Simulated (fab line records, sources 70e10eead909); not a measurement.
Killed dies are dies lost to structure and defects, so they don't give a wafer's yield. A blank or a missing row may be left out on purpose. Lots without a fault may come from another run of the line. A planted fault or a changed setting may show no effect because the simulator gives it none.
Chamber matching | flow nand_harc | NHARC_A_WL_FILL_ALD_10 on ald_hk-04: 4 sister chambers
The step deposits SiO2, target thk 50 nm, pulse time 10 s, ald cycles 500. 20 wafers are shown with their chamber, then 10 later ones without.

WAFERS WITH THEIR CHAMBER
wafer  | chamber | heater_power_w (W) | precursor_pulse_height_rel
L075.2 | 0       | 481                | 1.011
L075.4 | 2       | 407                | 1.017
L075.5 | 0       | 486                | 0.990
L077.2 | 3       | 456                | 1.004
L077.3 | 2       | 411                | 0.947
L077.6 | 3       | 454                | 1.025
L079.1 | 0       | 500                | 0.993
L079.2 | 1       | 486                | 1.005
L079.4 | 3       | 455                | 1.025
L082.1 | 2       | 413                | 0.983
L082.2 | 0       | 485                | 0.994
L082.5 | 2       | 403                | 1.008
L085.4 | 2       | 415                | 0.989
L085.1 | 0       | 501                | 0.992
L085.6 | 2       | 423                | 0.978
L087.1 | 1       | 481                | 1.003
L087.4 | 3       | 467                | 0.979
L087.5 | 2       | 405                | 1.017
L089.2 | 2       | 411                | 1.017
L089.1 | 0       | 499                | 1.007

SIGNATURES (means of the wafers above)
reading                    | chamber 0 | chamber 1 | chamber 2 | chamber 3 | scatter within a chamber
heater_power_w             | 492.00    | 483.50    | 411.00    | 458.00    | 7.08
precursor_pulse_height_rel | 0.99783   | 1.00400   | 0.99450   | 1.00825   | 0.0197
Rule: a wafer's distance from a chamber is the root of the sum, over the readings, of the square of ((its reading less the chamber's mean) divided by the reading's scatter). The wafer belongs to the nearest chamber; if the next one is less than 2 further off, it can't be placed. The scatter: the root of (the sum of the squares of (reading less its chamber's mean) over the shown wafers, divided by (wafers less chambers)).

WAFERS WITHOUT THEIR CHAMBER
wafer  | heater_power_w (W) | precursor_pulse_height_rel
L089.4 | 482                | 1.033
L090.2 | 467                | 1.020
L090.3 | 413                | 1.002
L090.5 | 491                | 0.976
L093.4 | 474                | 1.004
L093.1 | 491                | 0.977
L093.6 | 492                | 0.983
L095.3 | 495                | 0.961
L095.1 | 471                | 0.972
L095.6 | 480                | 0.999

WHICH CHAMBER EACH WENT THROUGH
wafer  | from the rows above          | in truth
L089.4 | can't be placed: 1 or 0      | 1
L090.2 | can't be placed: 3 or 1      | 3
L090.3 | 2                            | 2
L090.5 | can't be placed: 0 or 1      | 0
L093.4 | can't be placed: 1 or 3 or 0 | 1
L093.1 | can't be placed: 0 or 1      | 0
L093.6 | can't be placed: 0 or 1      | 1
L095.3 | can't be placed: 0 or 1      | 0
L095.1 | can't be placed: 1 or 3 or 0 | 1
L095.6 | can't be placed: 1 or 0      | 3
Placed correctly: 1 of 10. Can't be placed from these rows: 9 (the true chamber is among the candidates in 8). Placed wrongly: 0.
